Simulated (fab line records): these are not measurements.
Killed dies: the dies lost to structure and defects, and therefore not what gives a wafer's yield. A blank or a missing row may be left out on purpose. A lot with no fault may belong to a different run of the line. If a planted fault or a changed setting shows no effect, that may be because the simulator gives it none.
Code-filled problem report in 8D (eight disciplines) form    flow n5Finfet    the parts of the form that need people (team, actions taken, sign-off) are left out

== 1. PROBLEM STATEMENT ==
N5_BEOL_M8_INSPECT_30, rawDefectCount: mean 1044 over 1 wafer from 1 lot; wafers with no fault: 449, standard deviation 130. Relative to the usual mean, that is a shift of +4.6 standard deviations.
The step: inspects for defects (brightfield).
The first sign was on wafer L654.2 at day 13 08:02, on defectInspect-02. At this step, 29 wafers from 10 lots have a number in the record. By rule, "out" or "out of limits" means more than 4 standard deviations away from the usual mean. Any other wafer with a number is counted as sound.

== 2. WHAT IT IS AND WHAT IT IS NOT ==
question                     is                 is not
which readings at this step  rawDefectCount     -
which lots                   L654               L641, L642, L643, L655, L658, L660, L661, L662, L664
which wafers of those lots   L654.2             L654.4, L654.5
read on which gauges         defectInspect-02   defectInspect-01
when                         from day 13 08:02  up to then (14 sound wafers); but 14 sound wafers of L658, L660, L661, L662, L664 came after

== 3. THE SUSPECTS, EACH WITH WHAT RULES IT OUT ==
Counting: a tool at a process step up to the reading stays a suspect if it ran every lot that is out. Sound lots after the first of them don't rule it out here, since some wafers of a struck lot are sound.
- the gauge at N5_BEOL_M8_INSPECT_30 is ruled out. All the wafers that are out were read on defectInspect-02, but those of them that N5_PASSIVATION_PROBE_49 has rows for are out there too, on other tools.
- rieDiel-06 at N5_BEOL_M8_ETCH_61 (etches SiARC in CF4, target depth 45.5 nm, time 75.8 s): kept. L654, the lot that is out, went through it at day 13 06:43; up to then, the latest sound lot through it was L643 at day 10 06:25.
- In rieDiel-06 at N5_BEOL_M8_ETCH_61, the wafers that are out were processed in chamber 1 and their sound lot-mates in chambers 2, 3.
After counting, what remains is rieDiel-06 at N5_BEOL_M8_ETCH_61.

== 4. THE CAUSE (what the simulator had put in) ==
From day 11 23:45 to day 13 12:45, rieDiel-06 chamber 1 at N5_BEOL_M8_ETCH_61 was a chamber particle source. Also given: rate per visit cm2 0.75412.
The count eliminated every tool but this one.

== 5. THE EFFECT CHAIN, in route order ==
Each row: a reading whose mean over the struck wafers that have a number lies more than 3 standard deviations from the usual. Only readings whose record carries a usual standard deviation are examined. hours: median over the lots of the time between each lot's start at the first step of this table that gives one and its start at this step. sigmas: the change, counted in usual standard deviations.
hours  step                     reading              usual   on struck wafers  change  sigmas
0      N5_BEOL_M8_INSPECT_30    rawDefectCount       449     1044              +595    +4.6
70     N5_PASSIVATION_PROBE_49  defectLimitedYield   91.0 %  82.5              -8.5    -6.1
70     N5_PASSIVATION_PROBE_49  killed_at_M4_up      14      111               +97     +16
70     N5_PASSIVATION_PROBE_49  killedDies           106     206               +100    +5.9
70     N5_PASSIVATION_PROBE_49  sort_bin_5_function  5.3 %   12.0              +6.7    +6.7
70     N5_PASSIVATION_PROBE_49  sortNPass            1073    974               -99     -5.2
70     N5_PASSIVATION_PROBE_49  sortYieldPct         91.0 %  82.5              -8.5    -5.3
It contains these process steps:
- N5_PASSIVATION_PROBE_49

== 6. HOW IT WOULD HAVE BEEN CAUGHT EARLIER ==
32 hours passed between the start of the fault at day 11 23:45 and the first reading out of limits at a measuring or inspecting step in this record, taken at day 13 08:02.
No tool reading at N5_BEOL_M8_ETCH_61 that has a usual standard deviation in the record was out on any struck wafer, so an alarm limit of 4 standard deviations on those readings would not have fired.
By day 13 08:02 the whole set of lots that are out, 1 in number, had already begun N5_BEOL_M8_ETCH_61 on rieDiel-06. None of them would have been spared by holding the tool at that moment.
